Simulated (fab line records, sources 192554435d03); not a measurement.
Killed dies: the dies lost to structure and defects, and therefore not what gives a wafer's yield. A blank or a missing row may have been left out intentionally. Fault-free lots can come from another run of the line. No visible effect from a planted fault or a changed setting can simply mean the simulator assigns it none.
A lot that was struck, set against a sound lot ; flow n5-finfet ; 40 out of 1938 route steps
Sound: these wafers, L635.1, L635.3, L635.6. Struck: wafers L639.2, L639.4, L639.5. The cause is given at the end.
Order at every step that has rows: each side's tool, ch and its chambers, its first start. Under that, the readings that differ: sound wafers ; struck wafers ; difference of the means ; sigmas: that difference in standard deviations of wafers without a fault.
alike: a reading whose means differ by less than 2 such deviations, as well as words and numbers matching on both sides. not compared: withheld readings; readings where some wafer has no value; bounds like >300 that might hide an equal value; numbers whose values overlap and for which the record gives no deviation.
The two part at a step that has a row with sigmas, a row that says differs or no value, or rows on one side only. When numbers do not overlap yet have no deviation, they are printed without sigmas and do not part them. A reading that every wafer of one side lacks parts them only if that side has two wafers or more.

first, 11 steps without rows for these wafers: N5_STI_FIN_REVEAL_DENSIFY_30; N5_STI_FIN_REVEAL_ETCHBACK_08 (etches SiO2 in C4F6/O2, target depth 30.5 nm, time 10.167 s); N5_STI_FIN_REVEAL_STRIP_24 (strips in N2/H2, time 90 s); N5_STI_FIN_REVEAL_PRECLEAN_25 (cleans in SPM, time 90 s); N5_STI_FIN_REVEAL_PRECLEAN_26 (cleans in SC1, time 45 s); N5_STI_FIN_REVEAL_PRECLEAN_29 (cleans in DHF, time 30 s); N5_STI_FIN_REVEAL_SRD_12 (time 30 s); N5_STI_FIN_REVEAL_RECESS_09 (chemistry HF/NH3, target SiO2, afs cycles 11, target depth 42.5 nm, sublimation time 60 s); N5_STI_FIN_REVEAL_STRIP_16 (strips SiNx in H3PO4, target depth 23.8 nm); N5_STI_FIN_REVEAL_PRECLEAN_17 (cleans in NF3:NH3, afs cycles 1, time 20 s, sublimation time 60 s); N5_STI_FIN_REVEAL_ETCH_34 (etches Si in H2, material Si, target depth 0.97 nm).
N5_STI_FIN_REVEAL_OXIDATION_31: chemistry O2 PLASMA REMOTE, time 20 s.
  sound on plasma-asher-01 ch 0,1, day 4 18:41; struck on plasma-asher-02 ch 0,1, day 5 18:20
  no value came back on the struck wafers for chamber-pressure-mTorr (mTorr), drypump-motor-current-A (A), heater-power-w (W); on the sound wafers chamber-pressure-mTorr (mTorr) reads 999.5 1001.2 1000.1
reading;sound;struck;difference;sigmas
model.Si_of_PMOS_HMC_CHANNEL_EPI_EPI_26.thk-nm (nm);3 3 3;3.414 3.454 3.451;+0.440;
  not compared: rf-hours-counter-h
then, 4 steps without rows for these wafers: N5_STI_FIN_REVEAL_PRECLEAN_32 (cleans in NF3:NH3, afs cycles 1, time 20 s, sublimation time 60 s); N5_STI_FIN_REVEAL_STRIP_35 (strips Si3N4 in H3PO4, target depth 4 nm, time 39 s); N5_STI_FIN_REVEAL_SRD_21 (time 30 s); N5_STI_FIN_REVEAL_OXIDATION_33 (chemistry O2 PLASMA REMOTE, time 20 s).
N5_STI_FIN_REVEAL_CLEAN_19: cleans in O3/DIW, time 120 s.
  sound on wet-bench-05 ch 2,4,6, day 4 20:45; struck on wet-bench-05 ch 1,4,6, day 5 18:47
reading;sound;struck;difference;sigmas
model.Si_of_PMOS_HMC_CHANNEL_EPI_EPI_26.thk-nm (nm);2.4 2.4 2.4;2.8 3 3;+0.5;
  alike: bath-heat-duty-pct
then, 1 step without rows for these wafers: N5_STI_FIN_REVEAL_SRD_23 (time 30 s).
N5_STI_FIN_REVEAL_CD_MEAS_22: target cd 6.238 nm, pitch 28 nm.
  sound on cd-sem-01 at day 4 20:50; struck on cd-sem-01 at day 5 18:51
reading;sound;struck;difference;sigmas
cd-nm (nm);6.4 5.7 6.4;7.1 7.8 7.3;+1.2;+4
then, 19 steps without rows for these wafers: N5_STI_FIN_REVEAL_PRECLEAN_18 (cleans in SC2, time 45 s); N5_STI_FIN_REVEAL_SRD_28 (time 30 s); N5_DUMMY_GATE_PRECLEAN_00 (cleans in O3/DIW, time 60 s); N5_DUMMY_GATE_SRD_01 (time 30 s); N5_DUMMY_GATE_ALD_02 (deposits SiO2, target thk 2 nm, pulse time 1 s); N5_DUMMY_GATE_CVD_03 (deposits a-Si from SiH4, target thk 150 nm, time 8042 s); N5_DUMMY_GATE_PRECLEAN_46 (cleans in DIW, time 89.5 s); N5_DUMMY_GATE_SRD_47 (dry time 32 s); N5_DUMMY_GATE_CMP_04 (polishes a-Si); N5_DUMMY_GATE_HM_DEP_06 (deposits SiNx from DCS/NH3, target thk 80 nm, time 5141 s); N5_DUMMY_GATE_PECVD_30 (deposits SiO2 from TEOS/O2, target thk 55 nm, time 10.8 s); N5_DUMMY_GATE_COAT_34 (time 60 s, resist thk 60 nm); N5_DUMMY_GATE_COAT_35 (time 60 s, resist thk 10 nm); N5_DUMMY_GATE_COAT_28 (time 60 s, resist thk 10 nm); N5_DUMMY_GATE_COAT_09 (resist thk 30 nm); N5_DUMMY_GATE_EBR_11; N5_DUMMY_GATE_SOFTBAKE_10 (time 60 s); N5_DUMMY_GATE_EXPOSE_12 (exposes mask GATE, target cd 25 nm); N5_DUMMY_GATE_PEB_13 (peb time 60 s).
-- the record jumps here: 6 days lie between the struck wafers' starts before and after (it left off in module DUMMY_GATE and takes up again in module BEOL_M4, whose first step shown is number 1111 of the route) --
N5_BEOL_M4_RC_MEAS_101:
  sound on prober-01 ch 0, day 10 14:50; struck on prober-02 ch 0, day 11 07:38
reading;sound;struck;difference;sigmas
DIBL_N (mV/V);37.5 33.7 36.7;44.3 44.4 46.6;+9.1;+4
DIBL_P (mV/V);37.8 33.3 36.0;47.1 47.5 48.9;+12.1;+4
IOFF_N (nA/um);0.20 0.12 0.17;0.45 0.49 0.58;+0.34;+8
IOFF_N_85C (nA/um);3.7 2.6 3.3;7.4 8.0 9.1;+5.0;+7
IOFF_N_LIN (nA/um);0.090 0.062 0.077;0.206 0.223 0.252;+0.151;+9
IOFF_N_LONG (nA/um);5.49e-05 5.57e-05 5.7e-05;7.1e-05 7.11e-05 7.17e-05;+1.5e-05;+5
IOFF_P (nA/um);0.26 0.18 0.23;0.49 0.53 0.55;+0.30;+6
IOFF_P_85C (nA/um);4.4 3.3 4.0;7.3 7.8 8.0;+3.8;+5
IOFF_P_LIN (nA/um);0.123 0.095 0.110;0.219 0.233 0.239;+0.121;+7
ION_N (uA/um);682 662 667;728 749 752;+73;+5
ION_P (uA/um);465 459 462;486 496 494;+30;+3
REXT_N (ohm.um);75.8 75.5 75.1;69.5 70.2 68.9;-5.9;-4
REXT_P (ohm.um);104.8 103.2 102.1;92.7 93.4 93.2;-10.3;-5
SS_N (mV/dec);71.9 70.4 72.1;72.7 73.3 73.7;+1.8;+2
SS_P (mV/dec);74.0 72.1 73.5;76.8 76.3 76.3;+3.3;+4
VT_N (mV);247 252 248;232 230 230;-18;-5
VT_N_LONG (mV);274.8 277.1 275.3;264.8 266.1 265.2;-10.4;-6
VT_N_LVT (mV);96 103 99;81 79 77;-20;-5
VT_P (mV);-246 -252 -247;-243 -236 -238;+9;+2
VT_P_LVT (mV);-96 -101 -97;-89 -87 -88;+10;+3
-- here the record skips 4 days between the struck wafers' starts before and after, leaving off in module BEOL_M4 and picking up in module PASSIVATION (first step shown: number 1936 of the route) --
N5_PASSIVATION_PROBE_49:
  the record has rows for the struck wafers here (prober-02, day 15 13:52) and none for the sound ones

## WHERE THEY PART
Earliest at N5_STI_FIN_REVEAL_OXIDATION_31; latest, in this record, at N5_PASSIVATION_PROBE_49.

WHY: the cause the simulator had injected
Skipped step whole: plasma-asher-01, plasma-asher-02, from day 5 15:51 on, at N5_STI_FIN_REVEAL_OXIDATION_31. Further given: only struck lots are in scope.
